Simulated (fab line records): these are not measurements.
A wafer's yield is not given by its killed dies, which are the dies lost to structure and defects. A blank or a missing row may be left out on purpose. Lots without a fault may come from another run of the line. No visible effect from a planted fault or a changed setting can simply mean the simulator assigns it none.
fab line records | flow nand-harc
record lots=13 wafers=39 last-day=31
route steps=1302 shown A_STAIRCASE@848 THIN_TSV@1264 END@1302
lots untouched by any fault: they come from a run of this same line in which no faults occurred
start-h: hours from the record's first day to the start of the lot's first wafer shown | wait-h: time in hours since the lot's previous step | " unchanged from the row above | L1.1+2: one row covering several wafers at once | - no value present, or no start provided | * or withheld: withheld | < > ~ a bound
route shown NAME@n: names a module that has steps shown in the file, with the first one's number in the route | usual: mean/standard deviation taken from wafers without a fault | same: alike in all rows | chamber/n: place in a boat | sites: the reading at each site | _std_site: standard deviation across them | _edge_site: the outer-site mean with the inner-site mean subtracted | radius-mm: how far each site lies from the wafer's centre | mask NAME#n: copy n | behind: the last tool/chamber to shape the wafer | hold: what put the lot on hold/how long, in hours/how the hold closed | device: the n, p or np transistor that did not switch | end of line: at the end of the route, the tests of the same wafers | a step given without rows: its recipe and nothing more | killed: count of dies lost to structure and defects at first sort (not the wafer's yield) | map: the dies of a wafer, with x for killed, . for not killed, _ for no die there
set.NAME: setting as actually run; set.NAME@STEP: the setting as run at that earlier step | model.NAME: the simulator's own value behind a step, which no gauge read
one table for each step of the route and one row for each wafer, over a sample of lots
services: the hour from which a tool's chamber was out of use, counted from the record's first day as start-h (under 0 if before that day), plus the number of hours and why
## steps
# step NHARC_A_STAIRCASE_ALD_420
# recipe target-thk-a=200 pulse-time-s=6 ald-cycles=200 temp-c=300 material=SiO2
# usual heater-power-w=457/41 precursor-pulse-height-rel=1.001/0.019
# columns lot.wafer tool chamber start-h wait-h heater-power-w precursor-pulse-height-rel
L953.2 ald-hk-01 1 391.75 - 501 0.949
L953.5 " 3 " " 400 1.000
L953.6 " 0 " " 426 1.006
L954.4 ald-hk-04 3 404.33 - 478 0.996
L954.3 " 0 " " 468 0.989
L954.6 " 2 " " 447 1.007
L955.3 ald-hk-04 2 413.71 0.4 433 1.009
L955.4 " 3 " " 483 1.000
L955.6 " 0 " " 465 1.011
L958.2 ald-hk-01 1 436.25 - 505 1.017
L958.5 " 3 " " 406 0.986
L958.6 " 0 " " 437 0.987
L961.4 ald-hk-04 3 471.93 - 471 1.003
L961.1 " 1 " " 469 1.001
L961.6 " 3 " " 497 1.012
L962.1 ald-hk-04 2 492.12 - 439 0.984
L962.6 " 1 " " 463 0.998
L962.5 " 2 " " 433 1.036
L963.3 ald-hk-04 2 494.07 - 424 1.022
L963.1 " 0 " " 501 0.998
L963.5 " 2 " " 421 0.965
L965.4 ald-hk-02 2 515.91 - 391 1.010
L965.3 " 3 " " 481 0.996
L965.1 " 0 " " 567 0.999
L964.2 ald-hk-01 3 517.28 - 393 0.997
L964.4 " 0 " " 441 0.978
L964.6 " 3 " " 392 1.002
L968.4 ald-hk-02 0 550.52 - 538 1.011
L968.6 " 1 " " 492 0.985
L968.5 " 2 " " 374 0.992
L969.1 ald-hk-02 2 560.46 - 368 0.982
L969.4 " 3 " " 479 1.028
L969.5 " 3 " " 479 1.042
L971.1 ald-hk-02 3 571.26 - 478 0.966
L971.2 " 1 " " 482 0.987
L971.6 " 2 " " 374 1.021
L970.1 ald-hk-04 2 572.85 - 415 1.012
L970.4 " 0 " " 492 0.995
L970.5 " 3 " " 471 1.037
# step NHARC_THIN_TSV_CD_MEAS_16
# usual cd-nm=999.3/2.1
# columns lot.wafer tool chamber start-h wait-h cd-nm
L953.2 cd-sem-01 - 553.68 0.1 999.8
L953.5 " - " " 999.6
L953.6 " - " " 1000.9
L954.3 cd-sem-03 - 554.89 0.1 998.6
L954.4 " - " " 999.7
L954.6 " - " " 1000.4
L955.3 cd-sem-03 - 577.14 0.1 998.1
L955.4 " - " " 996.9
L955.6 " - " " 998.5
L958.2 cd-sem-03 - 590.21 0.1 996.1
L958.5 " - " " 997.6
L958.6 " - " " 996.1
L961.1 cd-sem-02 - 615.72 0.1 997.9
L961.4 " - " " 997.7
L961.6 " - " " 995.5
L963.1 cd-sem-02 - 645.86 0.1 1003.5
L963.3 " - " " 1001.7
L963.5 " - " " 1000.1
L962.1 cd-sem-03 - 647.16 0.1 996.9
L962.5 " - " " 996.7
L962.6 " - " " 998.4
L964.2 cd-sem-02 - 666.97 0.1 996.3
L964.4 " - " " 996.0
L964.6 " - " " 998.4
L965.1 cd-sem-01 - 668.17 0.1 1000.8
L965.3 " - " " 1003.6
L965.4 " - " " 1003.8
L968.4 cd-sem-02 - 705.85 0.1 1001.2
L968.5 " - " " 999.2
L968.6 " - " " 1001.0
L969.1 cd-sem-01 - 716.69 0.1 1000.4
L969.4 " - " " 999.7
L969.5 " - " " 996.4
L970.1 cd-sem-01 - 726.97 0.1 1001.0
L970.4 " - " " 1002.4
L970.5 " - " " 997.1
L971.1 cd-sem-01 - 731.56 0.1 998.4
L971.2 " - " " 998.2
L971.6 " - " " 999.2
# step NHARC_THIN_TSV_DESCUM_35
# recipe time-s=3 o2-flow-sccm=200 ar-flow-sccm=0 bias-power-w=0 chemistry=O2
# usual chamber-pressure-mTorr=60.00/0.053 drypump-motor-current-A=5.8/0.49 oes-product-au=1.002/0.011 rf-vpp-V=57.7/0.79 showerhead-plenum-p-Torr=1.91/0.084 throttle-valve-pct=11.310/0.01
# same bias-power-w=0
# columns lot.wafer tool chamber start-h wait-h chamber-pressure-mTorr drypump-motor-current-A oes-product-au rf-hours-counter-h rf-vpp-V showerhead-plenum-p-Torr throttle-valve-pct
L953.2 rie-diel-07 1 558.79 - 59.99 6.2 1.016 5 57.2 1.82 11.287
L953.5 " 3 " " 60.10 5.5 1.001 - 57.0 1.79 11.312
L953.6 " 0 " " 59.97 5.6 1.010 - 58.3 2.04 11.309
L954.4 rie-diel-08 3 559.89 - 60.02 5.0 1.021 1 56.6 1.94 11.326
L954.3 " 0 " " 59.96 5.1 0.986 1 58.6 1.85 11.314
L954.6 " 2 " " 60.14 6.4 1.003 - 57.3 2.01 11.312
L955.4 rie-diel-08 2 582.24 - 60.07 6.4 1.013 2 59.1 2.01 11.303
L955.3 " 3 " " 59.99 5.0 1.014 1 57.8 1.94 11.300
L955.6 " 1 " " 59.95 5.9 1.001 - 57.1 1.88 11.298
L958.2 rie-diel-08 2 595.31 - 60.05 6.3 1.016 2 57.8 2.01 11.293
L958.5 " 0 " " 60.03 5.1 0.995 - 57.1 1.85 11.318
L958.6 " 1 " " 59.93 5.9 1.005 - 58.1 1.88 11.293
L961.1 rie-diel-01 3 621.06 - 60.08 6.1 0.994 4 58.2 2.03 11.304
L961.4 " 0 " " 59.93 6.3 1.005 - 58.4 1.99 11.303
L961.6 " 1 " " 60.01 6.1 1.004 - 58.2 1.98 11.311
L963.1 rie-diel-08 0 650.96 - 59.94 5.1 0.994 5 57.3 1.85 11.312
L963.3 " 1 " " 59.96 5.9 0.993 3 57.4 1.88 11.304
L963.5 " 1 " " 59.98 5.9 0.989 - 57.3 1.88 11.308
L962.1 rie-diel-08 3 652.58 - 60.06 5.0 1.002 5 57.1 1.94 11.304
L962.5 " 3 " " 60.04 5.0 1.001 - 58.5 1.94 11.314
L962.6 " 0 " " 59.98 5.1 0.989 - 58.6 1.85 11.319
L964.2 rie-diel-07 1 672.89 - 60.11 6.2 0.999 1 57.4 1.82 11.318
L964.4 " 3 " " 60.08 5.5 1.005 1 57.1 1.79 11.314
L964.6 " 1 " " 60.09 6.2 0.999 - 56.7 1.82 11.320
L965.3 rie-diel-07 1 674.50 - 59.93 6.2 1.006 1 57.4 1.82 11.311
L965.1 " 3 " " 59.93 5.5 1.020 1 57.9 1.79 11.307
L965.4 " 0 " " 60.01 5.6 1.025 1 58.4 2.03 11.315
L968.4 rie-diel-08 3 710.83 - 59.83 5.0 1.004 8 57.8 1.94 11.315
L968.5 " 1 " " 59.97 5.9 1.001 - 57.5 1.88 11.306
L968.6 " 2 " " 60.09 6.3 1.010 - 58.5 2.01 11.288
L969.1 rie-diel-08 1 721.79 - 60.01 5.9 0.990 6 57.9 1.88 11.317
L969.4 " 0 " " 60.08 5.1 0.983 8 57.9 1.85 11.323
L969.5 " 1 " " 59.98 5.9 1.000 - 58.5 1.88 11.300
L970.1 rie-diel-01 2 732.05 - 59.97 5.4 1.001 10 59.0 1.80 11.326
L970.4 " 1 " " 59.96 6.1 1.010 10 57.8 1.98 11.307
L970.5 " 2 " " 59.95 5.4 1.005 - 56.2 1.80 11.321
L971.2 rie-diel-07 2 736.67 - 60.03 6.5 0.992 5 57.4 1.89 11.305
L971.1 " 3 " " 60.08 5.5 1.006 5 56.5 1.79 11.303
L971.6 " 0 " " 60.07 5.6 1.015 - 60.1 2.03 11.309
# step NHARC_THIN_TSV_CD_MEAS_37
# usual cd-nm=5000.1/2.8
# columns lot.wafer tool chamber start-h wait-h cd-nm
L953.2 cd-sem-02 - 560.04 - 5001.0
L953.5 " - " " 5000.0
L953.6 " - " " 5003.8
L954.3 cd-sem-01 - 561.16 - 5000.9
L954.4 " - " " 4999.7
L954.6 " - " " 5000.5
L955.3 cd-sem-01 - 583.73 - 4999.9
L955.4 " - " " 5000.1
L955.6 " - " " 5001.6
L958.2 cd-sem-01 - 596.72 - 4997.5
L958.5 " - " " 4999.9
L958.6 " - " " 4997.7
L961.1 cd-sem-03 - 622.37 - 4998.7
L961.4 " - " " 4999.3
L961.6 " - " " 4993.7
L963.1 cd-sem-03 - 652.49 - 5005.1
L963.3 " - " " 5004.8
L963.5 " - " " 5000.2
L962.1 cd-sem-01 - 653.86 - 4994.0
L962.5 " - " " 4996.3
L962.6 " - " " 4998.5
L964.2 cd-sem-01 - 674.16 - 4997.5
L964.4 " - " " 4994.7
L964.6 " - " " 4996.7
L965.1 cd-sem-03 - 675.78 - 5003.1
L965.3 " - " " 5004.7
L965.4 " - " " 5005.2
L968.4 cd-sem-01 - 712.09 - 5001.9
L968.5 " - " " 5001.4
L968.6 " - " " 4998.8
L969.1 cd-sem-02 - 723.06 - 5001.6
L969.4 " - " " 5002.8
L969.5 " - " " 4995.4
L970.1 cd-sem-02 - 733.32 - 5002.2
L970.4 " - " " 5003.3
L970.5 " - " " 4998.9
L971.1 cd-sem-01 - 737.92 - 4996.3
L971.2 " - " " 5000.7
L971.6 " - " " 4999.6
# step NHARC_END_SORT_01
# recipe temp-c=25
# usual killed-at-array=51/18 killed-at-other=1.0/1.2 killed-at-periphery=3.7/2.9 killed-dies=55/19 killed-open=3.5/1.9 killed-short=2.6/1.6
# same gross-dies=677
# columns lot.wafer tool chamber start-h wait-h killed-at-array killed-at-other killed-at-periphery killed-dies killed-open killed-short
L969.1 prober-01 0 730.61 2.5 95 2 8 105 5 6
L969.4 prober-01 0 733.00 3.4 123 1 6 130 6 2
L969.5 prober-01 0 733.80 3.7 109 1 4 114 2 3
L971.1 prober-01 0 747.57 2.5 107 1 5 113 5 1
L971.2 prober-01 0 748.37 2.8 150 4 4 158 5 3
L971.6 prober-01 0 751.57 4.0 94 1 3 98 2 1
# killed by level:class
L969.1 A_STAIRCASE:unspecified=47 A_CHANNEL_HOLE_D1:chamber-film-flake=13 A_CHANNEL_HOLE_D2:chamber-film-flake=12 A_SLIT:chamber-film-flake=10 P_STI:chamber-film-flake=3 A_WL_FILL:chamber-film-flake=3 P_M1:geometric-particle:open=2 A_CHANNEL_FILL_D2:geometric-particle:short=2
L969.4 A_STAIRCASE:unspecified=55 A_SLIT:chamber-film-flake=28 A_CHANNEL_HOLE_D2:chamber-film-flake=19 A_CHANNEL_HOLE_D1:chamber-film-flake=8 A_WL_FILL:chamber-film-flake=4 A_CHANNEL_FILL_D1:geometric-particle:open=3 A_CHANNEL_FILL_D2:geometric-particle:open=2 P_STI:chamber-film-flake=2
L969.5 A_STAIRCASE:unspecified=51 A_SLIT:chamber-film-flake=36 A_CHANNEL_HOLE_D2:chamber-film-flake=12 A_CHANNEL_HOLE_D1:chamber-film-flake=3 A_WL_FILL:chamber-film-flake=3 A_ONON_D1:geometric-particle:short=2 P_M1:geometric-particle:open=1 P_M2:geometric-particle:open=1
L971.1 A_STAIRCASE:unspecified=54 A_CHANNEL_HOLE_D1:chamber-film-flake=38 A_CONTACT:chamber-film-flake=5 A_WL_FILL:chamber-film-flake=3 P_M1:chamber-film-flake=2 A_STAIRCASE:chamber-film-flake=2 P_GATE:geometric-particle:short=1 P_CONTACT:geometric-particle:open=1
L971.2 A_STAIRCASE:unspecified=96 A_CHANNEL_HOLE_D1:chamber-film-flake=29 A_CONTACT:chamber-film-flake=7 A_SLIT:chamber-film-flake=4 A_WL_FILL:chamber-film-flake=4 P_M1:chamber-film-flake=3 HYBRID_BOND:chamber-film-flake=3 A_ONON_D2:geometric-particle:open=2
L971.6 A_STAIRCASE:unspecified=43 A_CHANNEL_HOLE_D1:chamber-film-flake=34 A_WL_FILL:chamber-film-flake=5 A_CONTACT:chamber-film-flake=5 P_M1:chamber-film-flake=3 A_SLIT:chamber-film-flake=2 A_ONON_D1:geometric-particle:open=1 A_CONTACT:geometric-particle:short=1
## services
# columns tool chamber start-h hours kind
rie-diel-08 - 367.80 9.0 pm
rie-diel-01 - 380.88 9.0 pm
rie-diel-01 3 391.01 32.8 repair
rie-diel-01 2 397.78 8.4 repair
rie-diel-07 3 405.58 4.2 repair
rie-diel-07 1 425.00 5.5 repair
rie-diel-07 - 471.64 9.0 pm
rie-diel-08 2 484.85 10.0 repair
rie-diel-07 2 515.71 7.9 repair
rie-diel-07 2 526.90 1.2 repair
ald-hk-02 - 528.80 10.0 pm
rie-diel-08 0 534.55 4.2 repair
rie-diel-07 0 541.29 7.0 repair
rie-diel-08 - 544.80 9.0 pm
rie-diel-08 3 556.81 2.5 repair
ald-hk-04 - 563.04 3.4 repair
rie-diel-08 - 567.90 0.4 repair
rie-diel-08 1 613.84 12.6 repair
rie-diel-07 2 613.91 6.3 repair
ald-hk-04 - 614.19 10.0 pm
rie-diel-07 - 648.64 9.0 pm
ald-hk-02 - 708.51 10.0 pm
rie-diel-07 0 712.33 10.1 repair
rie-diel-08 - 721.86 9.0 pm
## key
first-sign step=NHARC_END_SORT_01 reading=killed-at-array direction=up sigmas=3.4 usual=51 struck=113
effect step=NHARC_END_SORT_01 reading=killed-dies direction=up sigmas=3.4 usual=55 struck=120
more-kills-born-at NHARC_A_STAIRCASE_ALD_420@ald-hk-02=346
met-at NHARC_A_STAIRCASE_ALD_420
struck-lots L969,L971
tester-left-out L969,L971
not-acting-at NHARC_THIN_TSV_CD_MEAS_16,NHARC_THIN_TSV_DESCUM_35,NHARC_THIN_TSV_CD_MEAS_37
onset-between 550.52 560.46
fault kind=chamber-particle-source tool=ald-hk-02 chamber=- onset-h=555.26 steps=NHARC_A_STAIRCASE_ALD_420 rate-per-visit-cm2=1.7487 end-h=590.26
# tester-left-out: of these lots the tester's yield and bins aren't shown, on N5 and GAA mostly nor the transistor test; their killed dies are dies lost to structure and defects alone, not to doping, threshold or leakage, so they don't give the yield
